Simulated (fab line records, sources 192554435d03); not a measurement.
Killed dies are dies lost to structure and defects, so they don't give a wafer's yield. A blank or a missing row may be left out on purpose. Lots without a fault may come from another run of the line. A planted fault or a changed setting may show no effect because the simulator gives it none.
Chamber matching | flow n5_finfet | N5_MOL_CONTACT_COAG_ETCH_66 on rie_diel-03: 4 sister chambers
The step etches SiARC in CF4, target depth 13 nm, time 21.7 s. 8 wafers are shown with their chamber, then 9 later ones without.

WAFERS WITH THEIR CHAMBER
wafer  | chamber | drypump_motor_current_A (A) | showerhead_plenum_p_Torr (Torr)
L082.3 | 1       | 5.8                         | 2.17
L089.4 | 0       | 5.3                         | 2.19
L090.1 | 3       | 5.1                         | 2.14
L090.5 | 3       | 5.2                         | 2.14
L090.6 | 1       | 5.8                         | 2.16
L093.2 | 0       | 5.3                         | 2.19
L093.4 | 2       | 6.3                         | 2.11
L093.6 | 2       | 6.3                         | 2.11

WAFERS WITHOUT THEIR CHAMBER
wafer  | drypump_motor_current_A (A) | showerhead_plenum_p_Torr (Torr)
L076.2 | 5.8                         | 2.16
L076.3 | 6.2                         | 2.11
L076.5 | 5.2                         | 2.14
L095.1 | 5.1                         | 2.14
L095.3 | 6.3                         | 2.11
L095.6 | 5.8                         | 2.16
L096.1 | 5.3                         | 2.19
L096.3 | 6.3                         | 2.11
L096.4 | 5.8                         | 2.15

WHICH CHAMBER EACH WENT THROUGH
wafer  | from the rows above | in truth
L076.2 | 1                   | 1
L076.3 | 2                   | 2
L076.5 | 3                   | 3
L095.1 | 3                   | 3
L095.3 | 2                   | 2
L095.6 | 1                   | 1
L096.1 | 0                   | 0
L096.3 | 2                   | 2
L096.4 | 1                   | 1
Placed correctly: 9 of 9. Can't be placed from these rows: 0. Placed wrongly: 0.
How it was worked out, from the rows above alone: a wafer's distance from a chamber is the root of the sum, over the readings, of the square of ((its reading less the chamber's mean) divided by the reading's scatter). The wafer belongs to the nearest chamber; if the next one is less than 2 further off, it can't be placed. A chamber's mean is the mean of its shown wafers. The scatter: the root of (the sum of the squares of (reading less its chamber's mean) over the shown wafers, divided by (wafers less chambers)).
